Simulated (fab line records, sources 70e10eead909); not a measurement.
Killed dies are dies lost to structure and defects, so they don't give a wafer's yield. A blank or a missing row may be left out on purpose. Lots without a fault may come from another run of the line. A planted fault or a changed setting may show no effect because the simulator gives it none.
fab line records | flow nand_harc
record lots=13 wafers=39 last_day=34
route steps=1302 shown A_ONON_D1@447 A_CHANNEL_HOLE_D1@450 END@1302
lots that met no fault: from a run of the same line without faults
start_h: hours from the record's first day to the start of the lot's first wafer shown | wait_h: hours since the lot's step before | " the same as in the row above | L1.1+2: a row that stands for several wafers | - no value, or no start given | * or withheld: withheld | < > ~ a bound
route shown NAME@n: a module of which the file shows steps, and the number in the route of the first | usual: mean/standard deviation of fault-free wafers | same: alike in all rows | chamber/n: place in a boat | sites: the reading at each site | _std_site: their standard deviation | _edge_site: outer sites' mean less inner sites' | radius_mm: how far each site lies from the wafer's centre | mask NAME#n: copy n | behind: the tool/chamber that last shaped the wafer | hold: why the lot was held/for how many hours/how that ended | device: the transistor (n, p or np) that didn't switch | end of line: the same wafers' tests at the end of the route | a step without rows: its recipe alone | killed: dies lost to structure and defects at the first sort, not the wafer's yield | map: a wafer's dies, x killed, . not, _ none there
set.NAME: the setting as run; set.NAME@STEP: as run at that earlier step | model.NAME: the simulator's own value behind a step, which no gauge read
steps of the route over a sample of lots; a table a step, a row a wafer
services: from which hour (start_h, from the record's first day; less than 0 if before it) a tool's chamber was out of use, for how many hours, and why
## steps
# step NHARC_A_ONON_D1_THK_MEAS_34
# recipe thk_meas_gauge=ellipsometry
# usual thk_nm=201.0/2.6
# columns lot.wafer tool chamber start_h wait_h thk_nm
L105.2 film_metro-02 - 169.36 - 196.1
L105.3 " - " " 196.8
L105.5 " - " " 199.1
L106.1 film_metro-02 - 188.52 - 196.9
L106.2 " - " " 199.0
L106.4 " - " " 202.0
L107.4 film_metro-02 - 198.18 - 199.8
L107.5 " - " " 202.3
L107.6 " - " " 201.2
L109.1 film_metro-02 - 212.06 - 198.7
L109.3 " - " " 199.0
L109.5 " - " " 205.8
L112.1 film_metro-01 - 239.29 - 197.0
L112.4 " - " " 201.9
L112.6 " - " " 200.6
L115.2 film_metro-01 - 273.89 - 200.1
L115.4 " - " " 201.2
L115.6 " - " " 203.8
L116.3 film_metro-02 - 288.83 - 198.4
L116.4 " - " " 204.3
L116.6 " - " " 200.6
L120.1 film_metro-02 - 322.24 - 203.5
L120.3 " - " " 200.9
L120.4 " - " " 205.8
L119.2 film_metro-01 - 322.28 - 198.6
L119.4 " - " " 200.2
L119.6 " - " " 202.1
L126.1 film_metro-01 - 382.17 - 200.4
L126.2 " - " " 201.6
L126.3 " - " " 199.2
L125.2 film_metro-01 - 394.92 - 198.5
L125.5 " - " " 201.5
L125.6 " - " " 199.5
L128.2 film_metro-01 - 401.99 - 201.1
L128.3 " - " " 198.9
L128.6 " - " " 201.4
L127.2 film_metro-02 - 402.00 - 198.6
L127.5 " - " " 205.1
L127.6 " - " " 205.1
# step NHARC_A_CHANNEL_HOLE_D1_DEP_00
# recipe target_thk_a=31000 temp_c=400 material=aC
# usual throttle_valve_pct=34.999/0.0099
# columns lot.wafer tool chamber start_h wait_h throttle_valve_pct
L105.2 acl_dep-01 0 176.25 6.8 34.984
L105.3 " 0 " " 35.027
L105.5 " 0 " " 34.996
L106.1 acl_dep-02 0 191.22 2.6 34.993
L106.2 " 0 " " 34.991
L106.4 " 0 " " 34.992
L107.4 acl_dep-02 0 201.43 3.2 35.011
L107.5 " 0 " " 34.984
L107.6 " 0 " " 35.014
L109.1 acl_dep-02 0 212.48 0.4 35.013
L109.3 " 0 " " 34.991
L109.5 " 0 " " 35.000
L112.1 acl_dep-03 0 239.44 0.1 35.008
L112.4 " 0 " " 35.013
L112.6 " 0 " " 34.985
L115.2 acl_dep-02 0 274.71 0.8 34.986
L115.4 " 0 " " 35.005
L115.6 " 0 " " 34.996
L116.3 acl_dep-02 0 289.80 0.9 35.021
L116.4 " 0 " " 35.003
L116.6 " 0 " " 35.001
L120.1 acl_dep-01 0 322.55 0.2 34.987
L120.3 " 0 " " 34.978
L120.4 " 0 " " 35.014
L120.1 acl_dep-02 0 325.71 2.8 35.017
L120.3 " 0 " " 35.009
L120.4 " 0 " " 35.010
L119.2 acl_dep-02 0 324.15 1.8 35.006
L119.4 " 0 " " 35.011
L119.6 " 0 " " 34.993
L119.2 acl_dep-02 0 327.87 3.4 35.002
L119.4 " 0 " " 35.003
L119.6 " 0 " " 34.995
L126.1 acl_dep-03 0 382.30 0.1 35.005
L126.2 " 0 " " 35.020
L126.3 " 0 " " 34.981
L125.2 acl_dep-02 0 396.65 1.6 34.983
L125.5 " 0 " " 34.981
L125.6 " 0 " " 35.000
L125.2 acl_dep-01 0 399.41 2.4 35.000
L125.5 " 0 " " 35.010
L125.6 " 0 " " 34.994
L128.2 acl_dep-01 0 407.02 4.9 34.996
L128.3 " 0 " " 35.004
L128.6 " 0 " " 35.013
L127.2 acl_dep-02 0 407.77 5.7 34.992
L127.5 " 0 " " 34.991
L127.6 " 0 " " 34.998
# step NHARC_A_CHANNEL_HOLE_D1_INSPECT_12
# usual raw_defect_count=6/3.1
# columns lot.wafer tool chamber start_h wait_h raw_defect_count
L105.2 defect_inspect-01 - 178.71 0.0 6
L105.3 " - " " 13
L105.5 " - " " 7
L106.1 defect_inspect-01 - 194.07 0.0 8
L106.2 " - " " 7
L106.4 " - " " 2
L107.4 defect_inspect-01 - 203.11 0.0 4
L107.5 " - " " 2
L107.6 " - " " 9
L109.1 defect_inspect-01 - 215.24 0.0 7
L109.3 " - " " 3
L109.5 " - " " 8
L112.1 defect_inspect-01 - 242.22 0.0 14
L112.4 " - " " 11
L112.6 " - " " 6
L115.2 defect_inspect-02 - 277.17 0.0 10
L115.4 " - " " 7
L115.6 " - " " 6
L116.3 defect_inspect-02 - 291.96 0.0 3
L116.4 " - " " 7
L116.6 " - " " 6
L120.1 defect_inspect-01 - 328.47 0.0 11
L120.3 " - " " 6
L120.4 " - " " 5
L119.2 defect_inspect-02 - 330.29 0.0 5
L119.4 " - " " 4
L119.6 " - " " 5
L126.1 defect_inspect-02 - 385.03 0.0 6
L126.2 " - " " 4
L126.3 " - " " 8
L125.2 defect_inspect-01 - 402.21 0.0 5
L125.5 " - " " 4
L125.6 " - " " 5
L128.2 defect_inspect-02 - 409.47 0.0 3
L128.3 " - " " 4
L128.6 " - " " 4
L127.2 defect_inspect-02 - 410.24 0.0 2
L127.5 " - " " 8
L127.6 " - " " 6
# step NHARC_A_CHANNEL_HOLE_D1_ETCH_38
# recipe target_depth_a=390 over_etch_frac=0.3 time_s=65 ion_energy_ev=80 cf4_flow_sccm=150 ar_flow_sccm=0 rf_w=300 bias_w=100 chemistry=CF4
# usual chamber_pressure_mTorr=50.00/0.046 drypump_motor_current_A=5.8/0.38 oes_product_au=1.002/0.0084 rf_vpp_V=150.9/1.1 showerhead_plenum_p_Torr=1.74/0.066 throttle_valve_pct=13.283/0.0095
# columns lot.wafer tool chamber start_h wait_h chamber_pressure_mTorr drypump_motor_current_A oes_product_au rf_hours_counter_h rf_vpp_V showerhead_plenum_p_Torr throttle_valve_pct
L105.3 rie_diel-02 0 178.87 0.1 49.98 5.6 0.997 34 149.9 1.68 13.272
L105.2 " 1 " " 49.97 5.7 1.009 37 152.1 1.90 13.273
L105.5 " 1 " " 50.02 5.8 0.995 - 152.9 1.90 13.283
L106.4 rie_diel-06 0 194.22 0.1 50.03 6.1 1.017 4 151.9 1.69 13.298
L106.2 " 1 " " 49.99 5.6 1.001 4 151.2 1.79 13.281
L106.1 " 2 " " 49.96 5.3 1.006 3 148.9 1.65 13.287
L107.4 rie_diel-06 2 203.26 0.1 49.99 5.3 1.006 5 149.6 1.65 13.293
L107.6 " 1 " " 49.98 5.6 0.989 - 151.2 1.79 13.278
L107.5 " 2 " " 49.95 5.3 0.997 - 149.4 1.65 13.287
L109.3 rie_diel-04 2 215.40 0.1 49.97 6.0 0.996 6 151.6 1.82 13.290
L109.1 " 3 " " 50.04 5.0 1.005 7 150.5 1.75 13.286
L109.5 " 0 " " 50.04 5.6 1.001 - 151.8 1.85 13.291
L112.1 rie_diel-06 3 242.40 0.1 50.00 6.2 0.998 7 150.9 1.73 13.269
L112.6 " 1 " " 50.02 5.6 0.995 - 152.6 1.79 13.275
L112.4 " 3 " " 49.95 6.2 1.004 - 150.1 1.73 13.286
L115.2 rie_diel-02 0 277.33 0.1 50.04 5.6 1.006 20 150.8 1.67 13.264
L115.4 " 1 " " 50.06 5.8 0.996 20 154.3 1.89 13.279
L115.6 " 2 " " 50.04 6.0 1.002 - 150.5 1.73 13.282
L116.3 rie_diel-06 0 292.11 0.1 50.00 6.1 1.010 12 149.4 1.69 13.286
L116.4 " 2 " " 49.94 5.3 1.017 10 148.6 1.65 13.277
L116.6 " 0 " " 49.95 6.1 1.002 - 151.5 1.69 13.264
L120.3 rie_diel-06 0 328.81 0.1 49.93 6.2 1.019 1 151.1 1.69 13.286
L120.1 " 1 " " 50.01 5.6 0.997 1 152.6 1.79 13.291
L120.4 " 2 " " 49.86 5.3 1.011 1 149.3 1.65 13.271
L119.4 rie_diel-06 2 330.47 0.1 49.99 5.3 1.019 2 151.2 1.65 13.286
L119.2 " 3 " " 49.96 6.2 1.011 1 151.2 1.73 13.300
L119.6 " 1 " " 50.01 5.6 0.997 - 152.2 1.79 13.280
L126.3 rie_diel-06 0 385.19 0.1 49.90 6.1 1.011 7 150.4 1.69 13.310
L126.2 " 1 " " 49.94 5.6 0.990 7 151.5 1.79 13.277
L126.1 " 3 " " 50.01 6.2 1.005 7 151.9 1.73 13.282
L125.2 rie_diel-06 3 402.37 0.1 49.89 6.2 0.992 8 151.4 1.73 13.262
L125.6 " 1 " " 50.07 5.6 1.001 - 150.4 1.79 13.287
L125.5 " 2 " " 49.99 5.3 1.002 - 148.9 1.65 13.279
L128.3 rie_diel-06 3 409.61 0.1 49.94 6.3 0.997 9 151.3 1.73 13.284
L128.2 " 0 " " 49.97 6.1 1.013 9 150.6 1.69 13.281
L128.6 " 0 " " 50.05 6.1 1.003 - 149.5 1.69 13.281
L127.2 rie_diel-04 0 410.40 0.1 49.96 5.6 1.013 14 151.0 1.83 13.278
L127.6 " 2 " " 50.05 5.9 1.009 - 152.4 1.80 13.271
L127.5 " 3 " " 49.93 5.0 1.001 - 151.5 1.74 13.289
# step NHARC_END_SORT_01
# recipe temp_c=25
# usual killed_at_array=62/16 killed_at_other=0.8/1.1 killed_at_periphery=4/3.2 killed_dies=67/16 killed_open=3.5/1.9 killed_short=2.1/1.5
# same gross_dies=677
# columns lot.wafer tool chamber start_h wait_h killed_at_array killed_at_other killed_at_periphery killed_dies killed_open killed_short
L120.1 prober-02 0 698.02 2.5 672 0 5 677 5 4
L120.3 prober-02 0 699.60 3.1 674 0 3 677 4 0
L120.4 prober-02 0 700.38 3.4 674 0 3 677 5 6
L119.2 prober-01 0 698.84 2.8 675 1 1 677 3 1
L119.4 prober-01 0 700.44 3.4 673 1 3 677 2 2
L119.6 prober-01 0 702.03 4.0 671 5 1 677 3 2
L125.2 prober-02 0 773.44 2.8 667 0 10 677 1 2
L125.5 prober-02 0 775.82 3.7 673 1 3 677 6 3
L125.6 prober-02 0 776.62 4.0 673 0 4 677 2 3
# killed by level:class
L120.1 A_CHANNEL_HOLE_D1:area_dep=611 A_CHANNEL_HOLE_D1:chamber_film_flake=34 A_CONTACT:chamber_film_flake=10 A_DECK1_JOINT:chamber_film_flake=3 P_GATE:chamber_film_flake=2 A_SLIT:chamber_film_flake=2 A_STAIRCASE:chamber_film_flake=2 A_WL_FILL:chamber_film_flake=2
L119.2 A_CHANNEL_HOLE_D1:area_dep=625 A_SLIT:chamber_film_flake=30 A_CHANNEL_HOLE_D2:chamber_film_flake=9 A_CONTACT:chamber_film_flake=4 A_CHANNEL_HOLE_D1:chamber_film_flake=3 P_GATE:geometric_particle:short=1 A_CHANNEL_FILL_D1:geometric_particle:open=1 A_SLIT:geometric_particle:open=1
L120.3 A_CHANNEL_HOLE_D1:area_dep=617 A_CHANNEL_HOLE_D1:chamber_film_flake=33 A_STAIRCASE:chamber_film_flake=8 A_CONTACT:chamber_film_flake=7 P_GATE:chamber_film_flake=3 A_SLIT:chamber_film_flake=3 A_SOURCE_PLATE:geometric_particle:open=1 A_ONON_D1:geometric_particle:open=1
L120.4 A_CHANNEL_HOLE_D1:area_dep=610 A_CHANNEL_HOLE_D1:chamber_film_flake=37 A_CONTACT:chamber_film_flake=6 A_CHANNEL_FILL_D1:chamber_film_flake=4 A_ONON_D1:geometric_particle:short=2 A_SLIT:chamber_film_flake=2 A_DECK1_JOINT:chamber_film_flake=2 A_STAIRCASE:chamber_film_flake=2
L119.4 A_CHANNEL_HOLE_D1:area_dep=613 A_SLIT:chamber_film_flake=28 A_CHANNEL_HOLE_D2:chamber_film_flake=17 A_CONTACT:chamber_film_flake=8 P_GATE:chamber_film_flake=2 A_CHANNEL_HOLE_D1:chamber_film_flake=2 A_ONON_D2:geometric_particle:open=1 A_CHANNEL_HOLE_D2:geometric_particle:open=1
L119.6 A_CHANNEL_HOLE_D1:area_dep=608 A_SLIT:chamber_film_flake=27 A_CHANNEL_HOLE_D2:chamber_film_flake=14 A_CONTACT:chamber_film_flake=9 A_CHANNEL_HOLE_D1:chamber_film_flake=4 A_STAIRCASE:chamber_film_flake=4 THIN_TSV:chamber_film_flake=3 A_CHANNEL_FILL_D2:geometric_particle:short=2
L125.2 A_CHANNEL_HOLE_D1:area_dep=600 A_SLIT:chamber_film_flake=31 A_CHANNEL_HOLE_D2:chamber_film_flake=20 A_CONTACT:chamber_film_flake=7 P_ZERO_WELL:chamber_film_flake=6 P_BONDPAD:chamber_film_flake=4 A_STAIRCASE:chamber_film_flake=3 A_CHANNEL_HOLE_D1:unspecified=2
L125.5 A_CHANNEL_HOLE_D1:area_dep=585 A_SLIT:chamber_film_flake=40 A_CHANNEL_HOLE_D2:chamber_film_flake=26 A_CONTACT:chamber_film_flake=8 A_CHANNEL_FILL_D2:chamber_film_flake=2 A_STAIRCASE:chamber_film_flake=2 P_M1:geometric_particle:short=1 A_ONON_D1:geometric_particle:open=1
L125.6 A_CHANNEL_HOLE_D1:area_dep=586 A_SLIT:chamber_film_flake=35 A_CHANNEL_HOLE_D2:chamber_film_flake=32 A_CONTACT:chamber_film_flake=11 P_BONDPAD:chamber_film_flake=2 A_ONON_D1:geometric_particle:short=1 A_CHANNEL_FILL_D2:geometric_particle:short=1 A_CHANNEL_FILL_D2:geometric_particle:open=1
## services
# columns tool chamber start_h hours kind
rie_diel-04 2 159.65 7.2 repair
rie_diel-06 0 163.71 - clean
rie_diel-06 1 163.71 - clean
rie_diel-06 2 163.71 - clean
rie_diel-06 3 163.71 - clean
rie_diel-06 - 170.43 0.9 repair
rie_diel-04 - 177.90 9.0 pm
rie_diel-02 3 178.09 4.6 repair
rie_diel-06 0 188.21 - clean
acl_dep-01 - 192.51 13.0 pm
rie_diel-02 2 215.23 5.5 repair
rie_diel-06 2 215.34 5.2 repair
rie_diel-02 - 216.85 9.0 pm
rie_diel-06 2 239.53 19.5 repair
acl_dep-02 - 242.88 13.0 pm
rie_diel-06 0 294.94 3.8 repair
acl_dep-03 - 303.21 13.0 pm
rie_diel-06 - 307.20 9.0 pm
rie_diel-02 2 337.12 14.5 repair
rie_diel-02 1 345.74 9.2 repair
rie_diel-04 - 354.90 9.0 pm
acl_dep-01 - 373.51 13.0 pm
rie_diel-02 - 393.85 9.0 pm
rie_diel-06 - 403.36 1.3 repair
## key
first_sign step=NHARC_A_CHANNEL_HOLE_D1_DEP_00 reading=visit direction=added
effect step=NHARC_END_SORT_01 reading=killed_at_array direction=up sigmas=37 usual=62 struck=672
more_kills_born_at NHARC_A_CHANNEL_HOLE_D1_DEP_00@acl_dep-02=3684 NHARC_A_CHANNEL_HOLE_D1_DEP_00@acl_dep-01=1771
met_at NHARC_A_CHANNEL_HOLE_D1_DEP_00
struck_lots L119,L120,L125
later_rows_left_out L119.2,L119.4,L119.6,L120.1,L120.3,L120.4,L125.2,L125.5,L125.6
tester_left_out L119,L120,L125
not_acting_at NHARC_A_ONON_D1_THK_MEAS_34,NHARC_A_CHANNEL_HOLE_D1_INSPECT_12,NHARC_A_CHANNEL_HOLE_D1_ETCH_38
fault kind=repeated_step_whole tool=acl_dep-01,acl_dep-02,acl_dep-03 chamber=- onset_h=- steps=NHARC_A_CHANNEL_HOLE_D1_DEP_00 times=1 scope=struck_lots_only
# tester_left_out: of these lots the tester's yield and bins aren't shown, on N5 and GAA mostly nor the transistor test; their killed dies are dies lost to structure and defects alone, not to doping, threshold or leakage, so they don't give the yield
# later_rows_left_out: the simulator's readings of these wafers behind a module that went badly wrong aren't trusted and aren't shown, but for the sort
